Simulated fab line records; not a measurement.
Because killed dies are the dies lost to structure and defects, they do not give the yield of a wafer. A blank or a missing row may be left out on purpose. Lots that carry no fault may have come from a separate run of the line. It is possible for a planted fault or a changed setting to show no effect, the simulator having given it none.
A lot that was struck, set against a sound lot / flow nand_harc / 30 steps out of a route of 1302
Sound: these wafers, L265.1, L265.5, L265.6. Struck: wafers L256.3, L256.4, L256.6. The cause is given at the end.
At each step with rows: each side's tool, then ch and its chambers, then its first start. Under that, the readings that differ: sound wafers / struck wafers / difference of the means / sigmas: that difference in standard deviations of wafers without a fault.
alike: readings whose means differ by less than 2 such deviations, and words and numbers that are the same on both sides. not compared: withheld readings, readings that some wafer has no value for, bounds like >300 that may hide the same value, and numbers for which the record gives no deviation and whose values overlap.
The two part at a step that has a row with sigmas, a row that says differs or no value, or rows on one side only. Numbers that don't overlap but have no deviation are shown without sigmas and don't part them. Lack of a reading on every wafer of one side parts them only where that side has two or more wafers.

first, 1 step without rows for these wafers: NHARC_P_ZERO_WELL_DEVELOP_51 (time 70 s).
NHARC_P_ZERO_WELL_CD_MEAS_52 targets a cd of 2000 nm.
  sound on cd_sem-01 ch 0, day 9 03:36; struck on cd_sem-01 ch 0, day 5 10:08
  alike: cd_nm
then, 1 step without rows for these wafers: NHARC_P_ZERO_WELL_HARDBAKE_53 (time 80 s).
NHARC_P_ZERO_WELL_DESCUM_54: chemistry O2, time 3 s.
  sound on rie_diel-11 ch 2,3, day 9 03:47; struck on rie_diel-11 ch 1,2,3, day 5 10:19
  alike: drypump_motor_current_A, oes_product_au, rf_vpp_V, showerhead_plenum_p_Torr, throttle_valve_pct
  not compared: rf_hours_counter_h
then, 5 steps without rows for these wafers: NHARC_P_ZERO_WELL_IMPLANT_55; NHARC_P_ZERO_WELL_IMPLANT_61; NHARC_P_ZERO_WELL_STRIP_56 (strips in SPM, time 840 s); NHARC_P_ZERO_WELL_PRECLEAN_68 (cleans in SC1, time 60 s); NHARC_P_ZERO_WELL_SRD_69.
NHARC_P_ZERO_WELL_RTA_42: time 300 s.
  sound on rtp_anneal-02 ch 0, day 9 04:45; struck on rtp_anneal-02 ch 0, day 5 11:34
  alike: lamp_power_pct, lamp_zone_2_pct, lamp_zone_6_pct, wafer_temp_C_max
NHARC_P_ZERO_WELL_INSPECT_43:
  struck on defect_inspect-02, day 5 12:01; sound on defect_inspect-02, day 9 05:26
  alike: raw_defect_count
then, 1 step without rows for these wafers: NHARC_P_STI_ETCH_26 (etches SiO2 in dHF, target depth 11 nm).
NHARC_P_STI_PRECLEAN_27: cleans in SC1.
  sound on wet_bench-09 ch 2,4,5, day 9 05:33; struck on wet_bench-06 ch 3,4,6, day 5 12:08
  alike: diw_flow_mL_min
then, 12 steps without rows for these wafers: NHARC_P_STI_SRD_28; NHARC_P_STI_OXIDE_29 (material SiO2, target thk 10 nm, ox time 1362 s); NHARC_P_STI_HM_DEP_30 (deposits Si3N4, target thk 80 nm, time 873 s); NHARC_P_STI_DEHYDRATE_01 (time 120 s); NHARC_P_STI_HMDS_02 (time 30 s); NHARC_P_STI_COAT_41 (time 65 s); NHARC_P_STI_COAT_03 (resist thk 600 nm); NHARC_P_STI_SOFTBAKE_04 (time 70 s); NHARC_P_STI_EBR_05; NHARC_P_STI_EXPOSE_06 (exposes mask P STI, target cd 200 nm); NHARC_P_STI_PEB_07 (peb time 80 s); NHARC_P_STI_DEVELOP_08 (time 50 s).
NHARC_P_STI_CD_MEAS_09 targets a cd of 200 nm.
  sound on cd_sem-02 ch 0, day 9 19:47; struck on cd_sem-02 ch 0, day 6 02:22
  alike: cd_nm
NHARC_P_STI_OVL_MEAS_10:
  struck on overlay-01, day 6 02:27; sound on overlay-02, day 9 19:52
  alike: overlay_x_nm, overlay_y_nm
NHARC_P_STI_INSPECT_11:
  struck on defect_inspect-02, day 6 02:29; sound on defect_inspect-02, day 9 19:55
reading=raw_defect_count; sound=6 5 2; struck=730 732 692; difference=+714; sigmas=+99 or more
then, 1 step without rows for these wafers: NHARC_P_STI_HARDBAKE_13 (time 65 s).
-- record jumps: 22 days between struck wafers' starts before vs after; left off in module P_STI, resumes in module END, first step shown is number 1302 of the route --
NHARC_END_SORT_01:
  only the struck wafers appear in the record here, on prober-01 ch 0 at day 28 02:47; the sound ones have no rows

== WHERE THEY PART ==
First at NHARC_P_STI_INSPECT_11; last, within this record, at NHARC_END_SORT_01.

WHY: the cause the simulator had injected
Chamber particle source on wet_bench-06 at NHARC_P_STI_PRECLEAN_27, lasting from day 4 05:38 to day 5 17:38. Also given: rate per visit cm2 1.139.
